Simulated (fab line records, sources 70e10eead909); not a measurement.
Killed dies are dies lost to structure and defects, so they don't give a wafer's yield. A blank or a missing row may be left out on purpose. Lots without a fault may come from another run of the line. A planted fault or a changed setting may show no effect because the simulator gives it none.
Tool commonality check | flow nand_harc | 11 lots, 33 wafers sampled

WHY IT WAS OPENED
At NHARC_END_SORT_01 the reading killed_dies is flagged on 2 of 11 lots. Wafers without a fault read 63, standard deviation 20.
Rule: a lot is flagged when every wafer of it that has a number lies more than 4 standard deviations from that mean, or none has a number. The other lots count as sound.

lot  | measured     | on        | killed_dies, wafer by wafer | flag
L288 | day 25 06:03 | prober-01 | 76 68 63                    |
L294 | day 26 21:34 | prober-02 | 60 57 69                    |
L295 | day 27 08:33 | prober-01 | 84 82 85                    |
L296 | day 27 23:50 | prober-02 | 62 48 61                    |
L299 | day 28 11:41 | prober-02 | 46 44 52                    |
L302 | day 30 04:41 | prober-02 | 340 446 337                 | FLAGGED
L303 | day 30 22:38 | prober-02 | 363 366 360                 | FLAGGED
L305 | day 31 15:04 | prober-02 | 74 73 60                    |
L308 | day 33 00:31 | prober-01 | 70 57 54                    |
L309 | day 33 08:15 | prober-02 | 65 75 59                    |
L310 | day 33 19:42 | prober-02 | 49 45 46                    |
The numbers of the flagged lots are 369 on average: +306 against the usual, or +15 standard deviations.

WHICH TOOL RAN EACH LOT
The record holds 4 process steps before the reading, out of a route of 1302 steps. In each cell: the tool, then ch and the chambers that the sampled wafers went through, then the start.
lot  | flag    | NHARC_A_STAIRCASE_ETCH_13          | NHARC_A_STAIRCASE_TRIM_14                     | NHARC_A_STAIRCASE_TRIM_20          | NHARC_A_STAIRCASE_TRIM_22
L288 |         | rie_diel-06 ch 1,2,3, day 16 16:50 | rie_diel-06 ch 1,2, day 16 17:59 or earlier   | rie_diel-07 ch 0,1,3, day 16 17:59 | rie_diel-07 ch 1,2, day 25 06:03 or earlier
L294 |         | rie_diel-06 ch 0,1,2, day 18 10:11 | rie_diel-06 ch 0,1,3, day 18 11:04 or earlier | rie_diel-06 ch 2,3, day 18 11:04   | rie_diel-06 ch 0,2,3, day 26 21:34 or earlier
L295 |         | rie_diel-08 ch 0,1,2, day 18 20:40 | rie_diel-08 ch 0,2,3, day 18 22:00 or earlier | rie_diel-07 ch 0,1, day 18 22:00   | rie_diel-07 ch 0,1,3, day 27 08:33 or earlier
L296 |         | rie_diel-07 ch 1,2,3, day 19 09:15 | rie_diel-07 ch 1,2,3, day 19 10:07 or earlier | rie_diel-06 ch 0,1,2, day 19 10:07 | rie_diel-06 ch 0,1,3, day 27 23:50 or earlier
L299 |         | rie_diel-07 ch 0,3, day 20 04:22   | rie_diel-07 ch 1,2, day 20 05:28 or earlier   | rie_diel-08 ch 1,2, day 20 05:28   | rie_diel-08 ch 2,3, day 28 11:41 or earlier
L302 | FLAGGED | rie_diel-08 ch 0,1,2, day 21 15:24 | rie_diel-08 ch 0,1,2, day 21 16:20 or earlier | rie_diel-08 ch 0,2,3, day 21 16:20 | rie_diel-08 ch 0,1,2, day 30 04:41 or earlier
L303 | FLAGGED | rie_diel-08 ch 0,3, day 22 07:15   | rie_diel-08 ch 0,3, day 22 08:30 or earlier   | rie_diel-08 ch 0,2, day 22 08:30   | rie_diel-08 ch 0,3, day 30 22:38 or earlier
L305 |         | rie_diel-06 ch 2,3, day 23 07:20   | rie_diel-06 ch 0,1,3, day 23 08:16 or earlier | rie_diel-06 ch 0,2,3, day 23 08:16 | rie_diel-06 ch 2,3, day 31 15:04 or earlier
L308 |         | rie_diel-07 ch 0,2,3, day 24 07:50 | rie_diel-07 ch 0,2,3, day 24 08:42 or earlier | rie_diel-07 ch 0,2,3, day 24 08:42 | rie_diel-07 ch 1,2,3, day 33 00:31 or earlier
L309 |         | rie_diel-07 ch 0,2, day 24 16:48   | rie_diel-07 ch 0,1,2, day 24 20:28 or earlier | rie_diel-08 ch 0,1,2, day 24 20:28 | rie_diel-08 ch 0,1,3, day 33 08:15 or earlier
L310 |         | rie_diel-07 ch 2,3, day 25 02:42   | rie_diel-07 ch 1,3, day 25 04:43 or earlier   | rie_diel-07 ch 0,3, day 25 04:43   | rie_diel-07 ch 1,2,3, day 33 19:42 or earlier
What these steps do:
- NHARC_A_STAIRCASE_ETCH_13: etches the open film in C4F8/O2, target depth 100 nm, time 40.5 s.
- NHARC_A_STAIRCASE_TRIM_14: chemistry O2, time 211.2 s.
- NHARC_A_STAIRCASE_TRIM_20: chemistry O2, time 211.2 s.
- NHARC_A_STAIRCASE_TRIM_22: chemistry O2, time 211.2 s.
- NHARC_END_SORT_01

FLAGGED OVER TOTAL, TOOL BY TOOL (the gauges that took the reading come last)
step                      | tool        | lots run | flagged | share of the flagged lots | sound lots run after its first flagged lot
NHARC_A_STAIRCASE_ETCH_13 | rie_diel-06 | 3        | 0       | none                      | -
NHARC_A_STAIRCASE_ETCH_13 | rie_diel-07 | 5        | 0       | none                      | -
NHARC_A_STAIRCASE_ETCH_13 | rie_diel-08 | 3        | 2       | all                       | 0
NHARC_A_STAIRCASE_TRIM_14 | rie_diel-06 | 3        | 0       | none                      | -
NHARC_A_STAIRCASE_TRIM_14 | rie_diel-07 | 5        | 0       | none                      | -
NHARC_A_STAIRCASE_TRIM_14 | rie_diel-08 | 3        | 2       | all                       | 0
NHARC_A_STAIRCASE_TRIM_20 | rie_diel-06 | 3        | 0       | none                      | -
NHARC_A_STAIRCASE_TRIM_20 | rie_diel-07 | 4        | 0       | none                      | -
NHARC_A_STAIRCASE_TRIM_20 | rie_diel-08 | 4        | 2       | all                       | 1 (L309)
NHARC_A_STAIRCASE_TRIM_22 | rie_diel-06 | 3        | 0       | none                      | -
NHARC_A_STAIRCASE_TRIM_22 | rie_diel-07 | 4        | 0       | none                      | -
NHARC_A_STAIRCASE_TRIM_22 | rie_diel-08 | 4        | 2       | all                       | 1 (L309)
NHARC_END_SORT_01         | prober-01   | 3        | 0       | none                      | -
NHARC_END_SORT_01         | prober-02   | 8        | 2       | all                       | 3 (L305,L309,L310)
NHARC_A_STAIRCASE_TRIM_14 gives no start for some lots, so the hours and the order of its lots are those of NHARC_A_STAIRCASE_TRIM_20. NHARC_A_STAIRCASE_TRIM_22 gives no start for some lots, so the hours and the order of its lots are those of NHARC_END_SORT_01.

WHAT THE TABLE ALLOWS
5 rows of the table ran every flagged lot: rie_diel-08 at NHARC_A_STAIRCASE_ETCH_13, rie_diel-08 at NHARC_A_STAIRCASE_TRIM_14, rie_diel-08 at NHARC_A_STAIRCASE_TRIM_20, rie_diel-08 at NHARC_A_STAIRCASE_TRIM_22, prober-02 at NHARC_END_SORT_01.
- rie_diel-08 at NHARC_A_STAIRCASE_ETCH_13: 2 of its 3 lots flagged. Its last sound lot is L295 (day 18 20:40), its first flagged lot L302 (day 21 15:24): a fault that began between those two fits. Its own readings lie more than 4 standard deviations out on every wafer of the flagged lots: run_length_s.
- rie_diel-08 at NHARC_A_STAIRCASE_TRIM_14: 2 of its 3 lots flagged. Its last sound lot is L295 (day 18 22:00), its first flagged lot L302 (day 21 16:20): a fault that began between those two fits.
- rie_diel-08 at NHARC_A_STAIRCASE_TRIM_20: 2 of its 4 lots flagged. Sound lots ran on it after the first flagged one (L309), which a lasting fault on the whole tool wouldn't allow.
- rie_diel-08 at NHARC_A_STAIRCASE_TRIM_22: 2 of its 4 lots flagged. Sound lots ran on it after the first flagged one (L309), which a lasting fault on the whole tool wouldn't allow.
- prober-02 at NHARC_END_SORT_01: 2 of its 8 lots flagged. Sound lots ran on it after the first flagged one (L305, L309, L310), which a lasting fault on the whole tool wouldn't allow.
One tool is left: rie_diel-08 at NHARC_A_STAIRCASE_ETCH_13 and NHARC_A_STAIRCASE_TRIM_14.

WHAT THE SIMULATOR HAD PUT IN
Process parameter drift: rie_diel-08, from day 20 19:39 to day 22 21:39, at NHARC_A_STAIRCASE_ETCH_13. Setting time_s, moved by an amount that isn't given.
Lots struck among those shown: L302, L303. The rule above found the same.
